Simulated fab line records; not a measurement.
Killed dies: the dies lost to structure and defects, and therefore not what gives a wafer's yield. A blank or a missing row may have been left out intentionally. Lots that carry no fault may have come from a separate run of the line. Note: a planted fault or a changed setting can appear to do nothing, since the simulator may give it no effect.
Matching of chambers | flow n5-finfet | 4 sister chambers for N5_BEOL_M3_ETCHBACK_99 on rie-diel-02
The step etches SiO2 in CHF3, target depth 5 nm, time 10.4 s. 18 wafers are shown with their chamber, then 9 later ones without.

== WAFERS, EACH WITH ITS CHAMBER ==
wafer  | chamber | throttle-valve-pct (%) | drypump-motor-current-A (A) | showerhead-plenum-p-Torr (Torr)
L074.1 | 3       | 16.85                  | 6.3                         | 2.28
L074.3 | 1       | 16.88                  | 5.7                         | 2.22
L074.5 | 0       | 17.42                  | 5.4                         | 2.22
L081.1 | 0       | 17.43                  | 5.4                         | 2.22
L081.4 | 2       | 16.97                  | 6.2                         | 2.12
L081.6 | 0       | 17.42                  | 5.5                         | 2.22
L087.1 | 3       | 16.89                  | 6.3                         | 2.27
L087.4 | 1       | 16.88                  | 5.7                         | 2.21
L087.5 | 3       | 16.89                  | 6.2                         | 2.27
L086.1 | 3       | 16.91                  | 6.3                         | 2.27
L086.4 | 1       | 16.90                  | 5.7                         | 2.21
L086.5 | 1       | 16.91                  | 5.7                         | 2.21
L089.2 | 1       | 16.92                  | 5.7                         | 2.21
L089.3 | 3       | 16.90                  | 6.2                         | 2.26
L089.5 | 1       | 16.90                  | 5.7                         | 2.21
L088.3 | 3       | 16.90                  | 6.3                         | 2.26
L088.5 | 3       | 16.91                  | 6.3                         | 2.26
L088.6 | 0       | 17.46                  | 5.5                         | 2.21

SIGNATURES (means of the wafers above)
reading                  | chamber 0 | chamber 1 | chamber 2 | chamber 3 | scatter within a chamber
throttle-valve-pct       | 17.4325   | 16.8983   | 16.9700   | 16.8929   | 0.0187
drypump-motor-current-A  | 5.450     | 5.700     | 6.200     | 6.271     | 0.0416
showerhead-plenum-p-Torr | 2.2175    | 2.2117    | 2.1200    | 2.2671    | 0.00598
Rule: a wafer's distance from a chamber is the root of the sum, over the readings, of the square of ((its reading less the chamber's mean) divided by the reading's scatter). The wafer belongs to the nearest chamber; if the next one is less than 2 further off, it can't be placed. The scatter is the square root of a quotient: the sum, over the shown wafers, of each reading's squared deviation from its chamber's mean, divided by wafers minus chambers.

== WAFERS MISSING THEIR CHAMBER ==
wafer  | throttle-valve-pct (%) | drypump-motor-current-A (A) | showerhead-plenum-p-Torr (Torr)
L091.1 | 16.90                  | 6.2                         | 2.26
L091.4 | 17.04                  | 6.2                         | 2.11
L091.6 | 17.47                  | 5.5                         | 2.21
L093.1 | 17.02                  | 6.1                         | 2.11
L093.3 | 16.92                  | 5.7                         | 2.21
L093.5 | 16.92                  | 6.3                         | 2.26
L097.1 | 17.49                  | 5.5                         | 2.21
L097.3 | 17.05                  | 6.2                         | 2.11
L097.4 | 16.95                  | 5.7                         | 2.21

== THE CHAMBER EACH PASSED THROUGH ==
wafer  | from the rows above | in truth
L091.1 | 3                   | 3
L091.4 | 2                   | 2
L091.6 | 0                   | 0
L093.1 | 2                   | 2
L093.3 | 1                   | 1
L093.5 | 3                   | 3
L097.1 | 0                   | 0
L097.3 | 2                   | 2
L097.4 | 1                   | 1
Placed correctly: 9 of 9. From these rows, 0 cannot be placed. Wrongly placed: 0.
